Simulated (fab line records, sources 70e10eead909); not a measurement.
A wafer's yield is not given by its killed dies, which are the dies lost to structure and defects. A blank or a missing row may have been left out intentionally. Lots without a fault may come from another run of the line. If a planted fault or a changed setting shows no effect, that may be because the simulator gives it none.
fab line records	flow nandHarc
record: lots: 14	wafers: 42	lastDay: 33
route steps=1302 shown P_ZERO_WELL@17 P_GATE@140 P_CONTACT@246
lots untouched by any fault: they come from a run of this same line in which no faults occurred
startH: the number of hours between the record's first day and the start of the first shown wafer of the lot	waitH: hours from the lot's prior step to this one	" same as the row above	L1.1+2: one row covering several wafers at once	- no value present, or no start provided	* or withheld: withheld	< > ~ a bound
route shown NAME@n: names a module that has steps shown in the file, with the first one's number in the route	usual: mean/standard deviation of fault-free wafers	same: alike in all rows	chamber/n: place in a boat	sites: the reading at each site	_std_site: their standard deviation	_edge_site: outer sites' mean less inner sites'	radiusMm: for every site, how far away it sits from the centre of the wafer	mask NAME#n: copy n	behind: the last tool/chamber to shape the wafer	hold: why the lot was held/for how many hours/how that ended	device: names the non-switching transistor (n, p or np)	end of line: tests of these same wafers at the route's end	for a step that has no rows: nothing shown but its recipe	killed: dies lost to structure and defects at the first sort, not the wafer's yield	map: a wafer's dies, x killed, . not, _ none there
set.NAME: the setting that was run; set.NAME@STEP: the one run at that earlier step	model.NAME: the simulator's own value behind a step, which no gauge read
route steps across a sampled set of lots; one table per step, one row per wafer
services: a tool's chamber out of use, with start hour (startH, from the record's first day; less than 0 if before it), hours out, and reason
== steps ==
step: NHARC_P_ZERO_WELL_ETCH_65
recipe: targetDepthA: 800	overetchA: 240	timeS: 87.88	ionEnergyEv: 200	n2FlowSccm: 150	h2FlowSccm: 150	arFlowSccm: 0	rfW: 400	biasW: 150	chemistry: N2/H2
usual: drypumpMotorCurrentA: 5.7/0.33	mfcArSccm: 0.013/0.017	oesProductAu: 1.000/0.011	rfVppV: 429.5/2.5	showerheadPlenumPTorr: 2.00/0.086	throttleValvePct: 14.171/0.0099
lot.wafer	tool	chamber	startH	waitH	drypumpMotorCurrentA	mfcArSccm	oesProductAu	rfHoursCounterH	rfVppV	showerheadPlenumPTorr	throttleValvePct
L454.3	rieDiel-12	0	41.42	0.1	5.6	0	1.009	33	428.9	1.96	14.182
L454.1	"	1	"	"	5.4	0.031	1.002	41	427.8	1.93	14.168
L454.6	"	0	"	"	5.6	0	1.003	-	427.8	1.96	14.157
L455.4	rieDiel-13	2	51.49	0.1	6.6	0.042	1.004	11	430.7	2.03	14.170
L455.3	"	3	"	"	5.5	0.035	1.005	18	429.5	1.97	14.189
L455.6	"	1	"	"	5.4	0	1.006	-	427.9	1.96	14.152
L457.2	rieDiel-12	1	71.52	0.1	5.4	0.031	1.004	50	427.7	1.93	14.185
L457.3	"	2	"	"	6.0	0.041	0.989	46	432.8	2.14	14.161
L457.6	"	0	"	"	5.6	0	1.016	-	426.7	1.95	14.181
L458.4	rieDiel-12	1	81.36	0.1	5.4	0.031	1.016	52	427.3	1.93	14.162
L458.2	"	2	"	"	6.0	0.041	1.008	49	431.0	2.14	14.179
L458.1	"	3	"	"	5.9	0.004	0.992	41	430.7	2.08	14.177
L459.3	rieDiel-13	1	91.37	0.1	5.4	0	1.000	31	428.3	1.96	14.166
L459.5	"	3	"	"	5.5	0.035	0.998	-	429.1	1.97	14.187
L459.6	"	0	"	"	5.5	0	0.995	-	427.3	1.90	14.180
L460.3	rieDiel-03	0	101.37	0.1	5.5	0	1.004	55	430.8	2.00	14.184
L460.6	"	0	"	"	5.5	0	0.999	-	429.7	2.00	14.171
L460.5	"	1	"	"	5.4	0	0.992	-	432.6	2.14	14.154
L461.4	rieDiel-12	2	111.53	0.1	6.0	0.041	0.999	3	431.2	2.14	14.179
L461.3	"	0	"	"	5.6	0	0.994	5	428.5	1.95	14.170
L461.2	"	1	"	"	5.4	0.031	1.001	3	427.6	1.93	14.181
L462.3	rieDiel-03	3	121.36	0.1	5.3	0	0.981	4	427.0	1.89	14.170
L462.5	"	2	"	"	6.1	0	1.011	-	427.4	1.94	14.164
L462.6	"	3	"	"	5.3	0	0.986	-	426.7	1.89	14.173
L463.2	rieDiel-12	3	132.45	1.2	5.9	0.004	0.981	12	429.4	2.07	14.184
L463.1	"	1	"	"	5.5	0.031	0.997	9	428.5	1.93	14.175
L463.6	"	3	"	"	5.9	0.004	0.987	-	432.5	2.07	14.159
L464.4	rieDiel-13	0	141.50	0.1	5.5	0	0.978	53	426.1	1.90	14.166
L464.6	"	0	"	"	5.5	0	0.984	-	426.5	1.90	14.181
L464.5	"	1	"	"	5.4	0	1.003	-	427.6	1.95	14.173
L465.1	rieDiel-12	3	151.51	0.1	5.9	0.004	1.003	18	432.1	2.07	14.165
L465.4	"	2	"	"	6.0	0.041	1.008	-	434.3	2.13	14.171
L465.6	"	3	"	"	5.9	0.004	0.994	-	433.0	2.07	14.171
L466.3	rieDiel-12	2	161.36	0.1	6.0	0.041	0.992	18	432.4	2.13	14.184
L466.2	"	3	"	"	5.9	0.004	0.982	21	430.1	2.07	14.171
L466.1	"	0	"	"	5.6	0	1.008	20	427.9	1.95	14.171
L467.3	rieDiel-12	3	171.51	0.1	5.9	0.004	0.989	26	431.5	2.07	14.170
L467.6	"	1	"	"	5.4	0.031	1.001	-	427.1	1.92	14.167
L467.5	"	2	"	"	6.0	0.041	0.988	-	431.5	2.13	14.162
L475.3	rieDiel-13	1	251.49	0.1	5.4	0	1.007	21	427.7	1.94	14.147
L475.4	"	2	"	"	6.6	0.042	1.002	24	428.9	2.00	14.183
L475.5	"	0	"	"	5.5	0	0.980	-	425.4	1.88	14.179
step: NHARC_P_GATE_DEVELOP_25
recipe: developTimeS: 35	devTempC: 23
usual: chillPlateTempC: 23.00/0.11	developTimeS: 35/0
lot.wafer	tool	chamber	startH	waitH	chillPlateTempC	developTimeS
L454.1	lithoTrack-04	0	111	-	23.13	35
L454.3	"	0	"	"	22.98	35
L454.6	"	0	"	"	23.18	35
L455.3	lithoTrack-06	0	128	-	23.01	35
L455.4	"	0	"	"	23.04	35
L455.6	"	0	"	"	22.79	35
L457.2	lithoTrack-01	0	144	-	22.95	35
L457.3	"	0	"	"	22.92	35
L457.6	"	0	"	"	22.93	35
L458.1	lithoTrack-06	0	155	-	22.88	35
L458.2	"	0	"	"	22.87	35
L458.4	"	0	"	"	22.94	35
L459.3	lithoTrack-01	0	163	-	22.90	35
L459.5	"	0	"	"	22.97	35
L459.6	"	0	"	"	22.99	35
L460.3	lithoTrack-01	0	175	-	22.98	35
L460.5	"	0	"	"	22.97	35
L460.6	"	0	"	"	23.00	35
L461.2	lithoTrack-04	0	187	-	22.85	35
L461.3	"	0	"	"	22.91	35
L461.4	"	0	"	"	22.98	35
L462.3	lithoTrack-01	0	194	-	23.11	35
L462.5	"	0	"	"	23.04	35
L462.6	"	0	"	"	22.96	35
L463.1	lithoTrack-01	0	208	-	22.87	35
L463.2	"	0	"	"	22.91	35
L463.6	"	0	"	"	23.12	35
L464.4	lithoTrack-04	0	218	-	22.94	35
L464.5	"	0	"	"	23.12	35
L464.6	"	0	"	"	22.92	35
L465.1	lithoTrack-01	0	227	-	23.13	35
L465.4	"	0	"	"	22.96	35
L465.6	"	0	"	"	23.18	35
L466.1	lithoTrack-04	-	242	-	-	-
L466.2	"	-	"	"	-	-
L466.3	"	-	"	"	-	-
L467.3	lithoTrack-01	-	251	-	-	-
L467.5	"	-	"	"	-	-
L467.6	"	-	"	"	-	-
L475.3	lithoTrack-01	0	326	-	22.92	35
L475.4	"	0	"	"	22.90	35
L475.5	"	0	"	"	22.92	35
step: NHARC_P_GATE_ETCH_104
recipe: targetDepthA: 600	timeS: withheld	cf4FlowSccm: 100	chf3FlowSccm: 30	arFlowSccm: 0	rfW: 500	biasW: 200	chemistry: CF4/CHF3
usual: drypumpMotorCurrentA: 5.7/0.38	mfcArSccm: 0.004/0.0095	oesProductAu: 0.954/0.023	rfVppV: 369.9/2.1	showerheadPlenumPTorr: 1.55/0.058	throttleValvePct: 16.802/0.0089
lot.wafer	tool	chamber	startH	waitH	drypumpMotorCurrentA	mfcArSccm	oesProductAu	rfVppV	showerheadPlenumPTorr	throttleValvePct
L454.3	rieDiel-07	1	112.28	0.1	5.6	0	0.946	369.5	1.52	16.798
L454.1	"	2	"	"	6.0	0.031	0.970	371.8	1.62	16.797
L454.6	"	3	"	"	6.4	0	0.987	368.5	1.51	16.799
L455.3	rieDiel-07	1	128.61	0.1	5.6	0	0.961	368.2	1.52	16.808
L455.4	"	3	"	"	6.4	0	0.970	366.9	1.51	16.794
L455.6	"	1	"	"	5.6	0	0.966	368.1	1.52	16.812
L457.2	rieDiel-07	2	145.33	0.1	6.0	0.031	0.979	372.3	1.62	16.806
L457.3	"	1	"	"	5.6	0	0.959	369.0	1.52	16.794
L457.6	"	2	"	"	6.0	0.031	0.985	372.7	1.62	16.803
L458.2	rieDiel-07	1	155.56	0.1	5.6	0	0.956	368.0	1.52	16.813
L458.4	"	3	"	"	6.4	0	0.981	368.4	1.51	16.807
L458.1	"	0	"	"	5.1	0	0.949	373.8	1.68	16.785
L459.3	rieDiel-01	1	163.42	0.1	5.4	0	0.927	369.5	1.53	16.791
L459.6	"	0	"	"	6.0	0	0.920	371.5	1.58	16.796
L459.5	"	1	"	"	5.4	0	0.926	369.2	1.53	16.801
L460.3	rieDiel-07	0	175.92	0.1	5.1	0	0.920	374.4	1.68	16.819
L460.5	"	3	"	"	6.4	0	0.934	369.4	1.51	16.819
L460.6	"	0	"	"	5.1	0	0.919	374.7	1.68	16.813
L461.3	rieDiel-01	3	187.53	0.1	5.6	0.006	0.956	368.7	1.53	16.809
L461.4	"	1	"	"	5.4	0	0.957	368.1	1.53	16.792
L461.2	"	2	"	"	5.3	0	0.947	371.0	1.58	16.802
L462.3	rieDiel-01	2	195.04	0.1	5.3	0	0.969	371.9	1.58	16.803
L462.5	"	1	"	"	5.3	0	0.981	367.6	1.53	16.805
L462.6	"	2	"	"	5.3	0	0.970	370.7	1.58	16.817
L463.2	rieDiel-02	0	208.43	0.1	5.6	0.001	0.915	368.5	1.52	16.804
L463.1	"	2	"	"	6.1	0	0.916	368.6	1.49	16.805
L463.6	"	0	"	"	5.6	0.001	0.920	368.8	1.52	16.794
L464.4	rieDiel-01	1	218.78	0.1	5.4	0	0.980	369.7	1.53	16.802
L464.6	"	3	"	"	5.6	0.006	0.981	369.9	1.53	16.798
L464.5	"	0	"	"	5.9	0	0.964	372.2	1.58	16.793
L465.4	rieDiel-02	3	228.02	0.1	5.9	0	0.956	368.3	1.52	16.800
L465.1	"	1	"	"	5.9	0	0.990	367.3	1.49	16.799
L465.6	"	2	"	"	6.0	0	0.986	368.8	1.49	16.800
L466.2	rieDiel-07	3	242.41	0.1	6.4	0	0.921	367.5	1.51	16.799
L466.1	"	0	"	"	5.1	0	0.915	374.2	1.68	16.801
L466.3	"	1	"	"	5.6	0	0.927	367.5	1.51	16.819
L467.3	rieDiel-01	1	251.47	0.1	5.3	0	0.947	369.1	1.53	16.808
L467.5	"	1	"	"	5.3	0	0.936	369.0	1.53	16.809
L467.6	"	2	"	"	5.3	0	0.922	371.0	1.58	16.808
L475.4	rieDiel-01	2	326.59	0.1	5.3	0	0.952	369.3	1.58	16.817
L475.3	"	3	"	"	5.7	0.006	0.978	369.3	1.53	16.799
L475.5	"	2	"	"	5.3	0	0.957	372.0	1.58	16.829
step: NHARC_P_CONTACT_PVD_32
recipe: targetThkA: 50	chamberPressurePa: 5	powerW: 5000	substrateTempC: 200	timeS: 17.7	material: Ti
usual: throttleValvePct: 29.7/0.85
lot.wafer	tool	chamber	startH	waitH	throttleValvePct
L454.3	pvdSputter-03	-	-	-	30.5
L454.1	"	-	"	"	31.0
L454.6	"	-	"	"	30.4
L455.3	pvdSputter-01	-	-	-	30.1
L455.4	"	-	"	"	29.3
L455.6	"	-	"	"	29.0
L457.2	pvdSputter-03	-	-	-	30.6
L457.3	"	-	"	"	30.3
L457.6	"	-	"	"	30.7
L458.1	pvdSputter-02	-	-	-	27.8
L458.2	"	-	"	"	29.9
L458.4	"	-	"	"	29.7
L459.3	pvdSputter-01	-	-	-	28.6
L459.6	"	-	"	"	28.8
L459.5	"	-	"	"	30.0
L460.3	pvdSputter-02	-	-	-	29.8
L460.6	"	-	"	"	29.7
L460.5	"	-	"	"	27.7
L461.3	pvdSputter-02	-	-	-	29.7
L461.2	"	-	"	"	30.1
L461.4	"	-	"	"	30.0
L462.3	pvdSputter-03	-	-	-	29.2
L462.5	"	-	"	"	29.4
L462.6	"	-	"	"	30.6
L463.2	pvdSputter-02	-	-	-	29.8
L463.1	"	-	"	"	27.5
L463.6	"	-	"	"	29.6
L464.4	pvdSputter-02	-	-	-	29.5
L464.6	"	-	"	"	27.7
L464.5	"	-	"	"	30.2
L465.1	pvdSputter-03	-	-	-	29.1
L465.4	"	-	"	"	30.7
L465.6	"	-	"	"	30.4
L475.3	pvdSputter-01	-	-	-	28.7
L475.4	"	-	"	"	30.2
L475.5	"	-	"	"	29.0
== services ==
tool	chamber	startH	hours	kind
rieDiel-01	-	26.80	9.0	pm
lithoTrack-04	-	28.00	7.0	pm
rieDiel-07	0	66.24	6.2	repair
rieDiel-07	2	69.27	4.8	repair
rieDiel-07	-	89.18	0.6	repair
rieDiel-12	-	91.41	9.0	pm
pvdSputter-02	-	104.00	10.0	pm
rieDiel-07	-	117.20	9.0	pm
rieDiel-12	1	139.20	13.4	repair
lithoTrack-01	-	155.00	7.0	pm
pvdSputter-02	-	160.38	1.7	repair
rieDiel-01	0	188.55	13.6	repair
rieDiel-01	-	203.80	9.0	pm
rieDiel-01	0	225.05	2.0	repair
rieDiel-07	0	225.93	9.2	repair
rieDiel-12	2	240.08	14.6	repair
rieDiel-12	-	268.56	9.0	pm
pvdSputter-02	-	282.00	10.0	pm
rieDiel-07	-	294.20	9.0	pm
rieDiel-12	1	306.40	2.4	repair
rieDiel-12	2	312.25	7.3	repair
rieDiel-01	2	316.13	4.5	repair
lithoTrack-01	-	330.00	7.0	pm
rieDiel-01	2	347.46	2.2	repair
== key ==
firstSign: step: NHARC_P_GATE_DEVELOP_25	reading: toolRecord	direction: missing
effect none on later readings
metAt NHARC_P_GATE_DEVELOP_25
struckLots L466,L467
laterRowsLeftOut L466.1,L466.2,L466.3,L467.3,L467.5,L467.6
sortLeftOut L466.1,L466.2,L466.3,L467.3,L467.5,L467.6
testerLeftOut L466,L467
notActingAt NHARC_P_ZERO_WELL_ETCH_65,NHARC_P_GATE_ETCH_104,NHARC_P_CONTACT_PVD_32
onsetBetween 227 242
fault: kind: skippedStepWhole	tool: lithoTrack-01,lithoTrack-04	chamber: -	onsetH: 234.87	steps: NHARC_P_GATE_DEVELOP_25	scope: struckLotsOnly
testerLeftOut: of these lots the tester's yield and bins aren't shown, on N5 and GAA mostly nor the transistor test; their killed dies are dies lost to structure and defects alone, not to doping, threshold or leakage, so they don't give the yield
sortLeftOut: the simulated sort isn't trusted on such a fault, so these wafers' sort isn't shown, and their yield isn't known
laterRowsLeftOut: the simulator's readings of these wafers behind a module that went badly wrong aren't trusted and aren't shown, but for the sort
